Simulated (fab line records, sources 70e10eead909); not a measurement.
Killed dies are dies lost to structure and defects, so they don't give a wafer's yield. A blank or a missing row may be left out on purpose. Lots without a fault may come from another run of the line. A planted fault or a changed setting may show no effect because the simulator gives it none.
Which tool did it? | flow nand_harc | 24 lots, 72 wafers sampled, at 6 steps of a route of 1159

WHAT THE GAUGES READ, wafer by wafer
NHARC_P_GATE_CD_MEAS_91: target cd 2000 nm.
lot  | measured     | on        | cd_nm (nm)
L074 | day 5 10:54  | cd_sem-03 | 1996.3 1997.2 1999.0
L075 | day 5 11:45  | cd_sem-01 | 1994.8 2001.9 2003.1
L077 | day 6 00:23  | cd_sem-02 | 2000.5 2002.3 1995.0
L076 | day 6 07:43  | cd_sem-03 | 1996.0 2001.4 1999.6
L078 | day 6 08:01  | cd_sem-03 | 2001.7 2000.2 1997.8
L079 | day 6 21:21  | cd_sem-01 | 1994.2 1995.4 1996.4
L080 | day 7 02:03  | cd_sem-03 | 1998.3 1999.5 1997.6
L081 | day 7 02:17  | cd_sem-03 | 1999.4 1998.3 1997.6
L082 | day 7 08:35  | cd_sem-03 | 1994.4 1999.9 2000.9
L084 | day 7 20:11  | cd_sem-03 | 2002.2 1998.9 1999.8
L083 | day 7 22:41  | cd_sem-01 | 1996.2 2002.1 2002.4
L085 | day 8 01:59  | cd_sem-01 | 1996.9 2001.0 1998.4
L086 | day 8 13:46  | cd_sem-03 | 2000.9 1998.8 2000.5
L087 | day 8 14:35  | cd_sem-02 | 2002.2 2002.6 2001.0
L088 | day 8 23:40  | cd_sem-03 | 1996.7 1999.2 1999.2
L089 | day 9 00:02  | cd_sem-01 | 1998.0 1999.2 1998.3
L090 | day 9 09:58  | cd_sem-03 | 2001.4 1998.0 1997.7
L091 | day 9 15:30  | cd_sem-01 | 1998.0 2001.2 1997.8
L092 | day 9 15:47  | cd_sem-01 | 2001.2 1999.4 2001.6
L094 | day 10 09:55 | cd_sem-02 | 1997.9 1999.2 1999.1
L093 | day 10 10:13 | cd_sem-01 | 2001.1 1996.6 1998.9
L096 | day 10 19:08 | cd_sem-02 | 1996.2 2000.9 2000.5
L095 | day 10 19:35 | cd_sem-03 | 1996.0 2002.0 2001.2
L097 | day 11 07:01 | cd_sem-02 | 1994.7 1999.8 1995.9

NHARC_P_BONDPAD_CD_MEAS_09: target cd 500 nm.
lot  | measured     | on        | cd_nm (nm)
L074 | day 6 09:16  | cd_sem-03 | 505.2 497.9 499.4
L075 | day 6 13:40  | cd_sem-02 | 502.7 502.8 502.9
L077 | day 7 02:13  | cd_sem-03 | 497.4 498.5 503.4
L076 | day 7 05:10  | cd_sem-03 | 502.3 500.6 497.2
L078 | day 7 06:17  | cd_sem-02 | 503.4 503.0 497.6
L079 | day 7 19:53  | cd_sem-02 | 502.6 500.5 504.7
L080 | day 7 23:48  | cd_sem-03 | 504.5 501.9 498.2
L081 | day 8 00:36  | cd_sem-03 | 499.3 496.5 500.3
L082 | day 8 13:25  | cd_sem-01 | 504.3 503.5 505.5
L084 | day 8 18:26  | cd_sem-02 | 498.7 498.0 502.2
L083 | day 8 21:09  | cd_sem-01 | 499.8 498.5 499.3
L085 | day 8 23:46  | cd_sem-02 | 502.0 503.0 500.2
L086 | day 9 15:28  | cd_sem-03 | 501.5 499.5 502.2
L087 | day 9 16:23  | cd_sem-01 | 502.1 503.7 498.9
L088 | day 10 03:33 | cd_sem-03 | 500.2 499.0 504.2
L089 | day 10 04:27 | cd_sem-01 | 505.1 501.5 501.6
L090 | day 10 08:14 | cd_sem-03 | 501.8 500.9 497.8
L091 | day 10 14:31 | cd_sem-01 | 499.4 500.0 502.6
L092 | day 10 15:17 | cd_sem-01 | 502.3 497.3 502.2
L094 | day 11 13:17 | cd_sem-02 | 501.3 500.0 500.6
L093 | day 11 14:09 | cd_sem-01 | 500.0 498.5 496.3
L096 | day 11 17:00 | cd_sem-01 | 498.3 500.1 504.1
L095 | day 11 17:19 | cd_sem-01 | 502.5 503.0 502.4
L097 | day 12 06:32 | cd_sem-03 | 497.7 501.2 500.8

WHICH TOOL RAN EACH LOT (tool, then ch and the chambers of the sampled wafers, then the start)
lot  | NHARC_P_GATE_STRIP_95                | NHARC_P_CONTACT_CVD_23                   | NHARC_P_M1_DESCUM_14               | NHARC_P_M2_PRE_CLEAN_30
L074 | plasma_asher-02 ch 0,1, day 5 12:08  | cvd_w-02 ch 0,1, day 6 00:27 or earlier  | rie_diel-08 ch 0,1,2, day 6 00:27  | pvd_sputter-02, day 6 09:16 or earlier
L075 | plasma_asher-02 ch 0,1, day 5 13:01  | cvd_w-02 ch 0,1, day 6 05:12 or earlier  | rie_diel-11 ch 0,1, day 6 05:12    | pvd_sputter-02, day 6 13:40 or earlier
L077 | plasma_asher-01 ch 0,1, day 6 01:38  | cvd_w-01 ch 0,1, day 6 17:53 or earlier  | rie_diel-07 ch 0,2,3, day 6 17:53  | pvd_sputter-03, day 7 02:13 or earlier
L076 | plasma_asher-01 ch 0,1, day 6 08:59  | cvd_w-02 ch 0, day 6 20:48 or earlier    | rie_diel-11 ch 1,2,3, day 6 20:48  | pvd_sputter-02, day 7 05:10 or earlier
L078 | plasma_asher-02 ch 0,1, day 6 09:25  | cvd_w-01 ch 0,1, day 6 21:46 or earlier  | rie_diel-07 ch 0,1,3, day 6 21:46  | pvd_sputter-03, day 7 06:17 or earlier
L079 | plasma_asher-02 ch 0,1, day 6 23:02  | cvd_w-01 ch 0,1, day 7 10:58 or earlier  | rie_diel-07 ch 0,2,3, day 7 10:58  | pvd_sputter-02, day 7 19:53 or earlier
L080 | plasma_asher-02 ch 0,1, day 7 03:18  | cvd_w-01 ch 0,1, day 7 15:20 or earlier  | rie_diel-11 ch 0,1, day 7 15:20    | pvd_sputter-03, day 7 23:48 or earlier
L081 | plasma_asher-01 ch 0,1, day 7 03:33  | cvd_w-02 ch 1, day 7 16:00 or earlier    | rie_diel-08 ch 1,2, day 7 16:00    | pvd_sputter-03, day 8 00:36 or earlier
L082 | plasma_asher-01 ch 0,1, day 7 09:50  | cvd_w-01 ch 0,1, day 8 04:40 or earlier  | rie_diel-07 ch 0,2,3, day 8 04:40  | pvd_sputter-02, day 8 13:25 or earlier
L084 | plasma_asher-01 ch 0,1, day 7 21:26  | cvd_w-01 ch 0,1, day 8 09:52 or earlier  | rie_diel-07 ch 0,1,3, day 8 09:52  | pvd_sputter-03, day 8 18:26 or earlier
L083 | plasma_asher-02 ch 0,1, day 8 00:10  | cvd_w-01 ch 0,1, day 8 12:34 or earlier  | rie_diel-11 ch 0,1,3, day 8 12:34  | pvd_sputter-02, day 8 21:09 or earlier
L085 | plasma_asher-02 ch 0,1, day 8 03:14  | cvd_w-01 ch 0,1, day 8 15:03 or earlier  | rie_diel-08 ch 0,1, day 8 15:03    | pvd_sputter-03, day 8 23:46 or earlier
L086 | plasma_asher-02 ch 0,1, day 8 15:01  | cvd_w-02 ch 0,1, day 9 06:53 or earlier  | rie_diel-11 ch 0,1,2, day 9 06:53  | pvd_sputter-03, day 9 15:28 or earlier
L087 | plasma_asher-01 ch 0,1, day 8 15:57  | cvd_w-02 ch 0,1, day 9 07:46 or earlier  | rie_diel-11 ch 1,2,3, day 9 07:46  | pvd_sputter-03, day 9 16:23 or earlier
L088 | plasma_asher-02 ch 0,1, day 9 00:53  | cvd_w-01 ch 0,1, day 9 19:13 or earlier  | rie_diel-11 ch 1,2, day 9 19:13    | pvd_sputter-03, day 10 03:33 or earlier
L089 | plasma_asher-01 ch 1, day 9 01:16    | cvd_w-01 ch 0,1, day 9 19:30 or earlier  | rie_diel-08 ch 0,2, day 9 19:30    | pvd_sputter-02, day 10 04:27 or earlier
L090 | plasma_asher-01 ch 0,1, day 9 11:13  | cvd_w-01 ch 0,1, day 9 23:26 or earlier  | rie_diel-08 ch 0,1,2, day 9 23:26  | pvd_sputter-01, day 10 08:14 or earlier
L091 | plasma_asher-02 ch 0,1, day 9 16:47  | cvd_w-02 ch 0,1, day 10 06:08 or earlier | rie_diel-11 ch 1,2, day 10 06:08   | pvd_sputter-03, day 10 14:31 or earlier
L092 | plasma_asher-01 ch 0,1, day 9 17:04  | cvd_w-02 ch 0,1, day 10 06:45 or earlier | rie_diel-07 ch 0,2,3, day 10 06:45 | pvd_sputter-02, day 10 15:17 or earlier
L094 | plasma_asher-02 ch 0,1, day 10 11:11 | cvd_w-02 ch 0,1, day 11 04:46 or earlier | rie_diel-07 ch 0,1,3, day 11 04:46 | pvd_sputter-03, day 11 13:17 or earlier
L093 | plasma_asher-01 ch 0, day 10 11:51   | cvd_w-01 ch 0,1, day 11 04:55 or earlier | rie_diel-11 ch 0,1,3, day 11 04:55 | pvd_sputter-02, day 11 14:09 or earlier
L096 | plasma_asher-02 ch 0,1, day 10 20:23 | cvd_w-02 ch 0,1, day 11 08:29 or earlier | rie_diel-08 ch 0,1,3, day 11 08:29 | pvd_sputter-03, day 11 17:00 or earlier
L095 | plasma_asher-01 ch 0, day 10 20:51   | cvd_w-01 ch 0,1, day 11 08:45 or earlier | rie_diel-11 ch 0,3, day 11 08:45   | pvd_sputter-02, day 11 17:19 or earlier
L097 | plasma_asher-01 ch 0,1, day 11 08:15 | cvd_w-01 ch 0, day 11 21:56 or earlier   | rie_diel-08 ch 1,2,3, day 11 21:56 | pvd_sputter-03, day 12 06:32 or earlier
- NHARC_P_GATE_STRIP_95: strips in O2.
- NHARC_P_CONTACT_CVD_23: deposits W, target thk 200 nm, time 557 s.
- NHARC_P_M1_DESCUM_14: chemistry O2, time 3 s.
- NHARC_P_M2_PRE_CLEAN_30: time 30 s.

WHAT THE TOOLS THEMSELVES READ (means of the sampled wafers that have a number; where no wafer has one, the mark that the record gives instead)
NHARC_P_GATE_STRIP_95.
lot  | tool            | drypump_motor_current_A (A) | heater_power_w (W)
L074 | plasma_asher-02 | 5.3                         | 323
L075 | plasma_asher-02 | 5.5                         | 359
L077 | plasma_asher-01 | 5.8                         | 323
L076 | plasma_asher-01 | 6.0                         | 336
L078 | plasma_asher-02 | 5.3                         | 321
L079 | plasma_asher-02 | 5.3                         | 325
L080 | plasma_asher-02 | 5.3                         | 322
L081 | plasma_asher-01 | 5.7                         | 327
L082 | plasma_asher-01 | 5.9                         | 334
L084 | plasma_asher-01 | 5.7                         | 331
L083 | plasma_asher-02 | 5.5                         | 359
L085 | plasma_asher-02 | 5.3                         | 326
L086 | plasma_asher-02 | 5.5                         | 360
L087 | plasma_asher-01 | 5.7                         | 324
L088 | plasma_asher-02 | 5.5                         | 352
L089 | plasma_asher-01 | 6.2                         | 344
L090 | plasma_asher-01 | 5.8                         | 327
L091 | plasma_asher-02 | 5.2                         | 312
L092 | plasma_asher-01 | 5.8                         | 325
L094 | plasma_asher-02 | 5.5                         | 353
L093 | plasma_asher-01 | 5.5                         | 318
L096 | plasma_asher-02 | 5.5                         | 356
L095 | plasma_asher-01 | 5.6                         | 314
L097 | plasma_asher-01 | 5.7                         | 327

NHARC_P_CONTACT_CVD_23.
lot  | tool     | heater_power_w (W) | mfc_ar_sccm (sccm) | throttle_valve_pct (%)
L074 | cvd_w-02 | 423                | 1557               | 7.9
L075 | cvd_w-02 | 429                | 1564               | 7.9
L077 | cvd_w-01 | 455                | 1562               | 8.1
L076 | cvd_w-02 | 460                | 1563               | 8.2
L078 | cvd_w-01 | 443                | 1553               | 8.0
L079 | cvd_w-01 | 443                | 1563               | 7.9
L080 | cvd_w-01 | 447                | 1562               | 8.1
L081 | cvd_w-02 | 412                | 1555               | 7.9
L082 | cvd_w-01 | 447                | 1563               | 8.0
L084 | cvd_w-01 | 460                | 1560               | 8.3
L083 | cvd_w-01 | 460                | 1561               | 8.2
L085 | cvd_w-01 | 454                | 1560               | 8.1
L086 | cvd_w-02 | 427                | 1567               | 8.0
L087 | cvd_w-02 | 446                | 1557               | 8.0
L088 | cvd_w-01 | 446                | 1561               | 8.2
L089 | cvd_w-01 | 465                | 1555               | 8.2
L090 | cvd_w-01 | 460                | 1564               | 8.1
L091 | cvd_w-02 | 418                | 1563               | 7.7
L092 | cvd_w-02 | 417                | 1555               | 7.5
L094 | cvd_w-02 | 422                | 1560               | 7.7
L093 | cvd_w-01 | 441                | 1561               | 7.9
L096 | cvd_w-02 | 424                | 1562               | 7.5
L095 | cvd_w-01 | 466                | 1559               | 8.4
L097 | cvd_w-01 | 474                | 1557               | 8.4

NHARC_P_M1_DESCUM_14.
lot  | tool        | drypump_motor_current_A (A) | mfc_ar_sccm (sccm) | oes_product_au (a.u.) | rf_vpp_V (V) | showerhead_plenum_p_Torr (Torr) | throttle_valve_pct (%)
L074 | rie_diel-08 | 6.1                         | 0.011              | 0.994                 | 57.0         | 1.91                            | 11.308
L075 | rie_diel-11 | 5.8                         | 0.000              | 1.009                 | 58.4         | 1.92                            | 11.300
L077 | rie_diel-07 | 6.0                         | 0.007              | 1.003                 | 57.4         | 1.88                            | 11.312
L076 | rie_diel-11 | 5.6                         | 0.003              | 1.007                 | 58.3         | 1.93                            | 11.308
L078 | rie_diel-07 | 6.0                         | 0.009              | 1.008                 | 57.4         | 1.85                            | 11.313
L079 | rie_diel-07 | 6.0                         | 0.007              | 1.009                 | 58.1         | 1.88                            | 11.307
L080 | rie_diel-11 | 5.9                         | 0.000              | 1.003                 | 57.8         | 1.92                            | 11.309
L081 | rie_diel-08 | 6.3                         | 0.000              | 1.001                 | 59.0         | 1.85                            | 11.316
L082 | rie_diel-07 | 6.0                         | 0.007              | 1.000                 | 57.7         | 1.88                            | 11.318
L084 | rie_diel-07 | 6.0                         | 0.009              | 1.005                 | 57.2         | 1.85                            | 11.311
L083 | rie_diel-11 | 5.7                         | 0.002              | 1.007                 | 57.4         | 1.94                            | 11.307
L085 | rie_diel-08 | 6.4                         | 0.021              | 0.991                 | 58.5         | 2.00                            | 11.306
L086 | rie_diel-11 | 5.7                         | 0.001              | 0.997                 | 57.1         | 1.87                            | 11.311
L087 | rie_diel-11 | 5.6                         | 0.003              | 0.995                 | 57.7         | 1.93                            | 11.316
L088 | rie_diel-11 | 5.7                         | 0.001              | 1.003                 | 56.9         | 1.91                            | 11.307
L089 | rie_diel-08 | 5.6                         | 0.011              | 1.007                 | 57.8         | 1.89                            | 11.306
L090 | rie_diel-08 | 6.1                         | 0.011              | 0.999                 | 57.7         | 1.91                            | 11.310
L091 | rie_diel-11 | 5.7                         | 0.001              | 1.004                 | 58.3         | 1.91                            | 11.313
L092 | rie_diel-07 | 6.0                         | 0.007              | 0.990                 | 58.3         | 1.88                            | 11.307
L094 | rie_diel-07 | 5.9                         | 0.009              | 0.988                 | 58.4         | 1.85                            | 11.300
L093 | rie_diel-11 | 5.7                         | 0.002              | 1.006                 | 58.3         | 1.94                            | 11.315
L096 | rie_diel-08 | 6.1                         | 0.011              | 0.991                 | 58.0         | 1.95                            | 11.317
L095 | rie_diel-11 | 5.6                         | 0.004              | 1.013                 | 58.0         | 1.96                            | 11.304
L097 | rie_diel-08 | 5.8                         | 0.000              | 1.001                 | 57.6         | 1.86                            | 11.322

NHARC_P_M2_PRE_CLEAN_30.
lot  | tool           | heater_power_w (W)
L074 | pvd_sputter-02 | 434
L075 | pvd_sputter-02 | 430
L077 | pvd_sputter-03 | 410
L076 | pvd_sputter-02 | 467
L078 | pvd_sputter-03 | 397
L079 | pvd_sputter-02 | 439
L080 | pvd_sputter-03 | 392
L081 | pvd_sputter-03 | 387
L082 | pvd_sputter-02 | 475
L084 | pvd_sputter-03 | 401
L083 | pvd_sputter-02 | 432
L085 | pvd_sputter-03 | 399
L086 | pvd_sputter-03 | 432
L087 | pvd_sputter-03 | 399
L088 | pvd_sputter-03 | 402
L089 | pvd_sputter-02 | 427
L090 | pvd_sputter-01 | 426
L091 | pvd_sputter-03 | 450
L092 | pvd_sputter-02 | 467
L094 | pvd_sputter-03 | 400
L093 | pvd_sputter-02 | 467
L096 | pvd_sputter-03 | 445
L095 | pvd_sputter-02 | 474
L097 | pvd_sputter-03 | 398

THE ANSWER, worked out from the rows above alone
Rule: what is usual is taken from the lots themselves. Put in order of their means at a reading, lots are off if they are a third of the lots or fewer, leave a main group of 4 or more, and stand apart from it by a gap of 3 or more times the standard deviation of the main group's means; of several such gaps the widest counts. A main group whose means are all the same, to the digits that the tables above print for the reading, isn't used. A lot without any number at a reading at which 4 lots or more have one is off too. The other lots that the step has rows for count as sound. The gauges are gone through in route order, then the tools' own readings, and for those a lot's mean is taken as printed above. The first step at which some lot is off is used, and at that step the reading that is off furthest; a lot without a number counts as furthest.
No lot is off at any reading shown: from this, nothing can be told.

WHAT THE SIMULATOR HAD PUT IN
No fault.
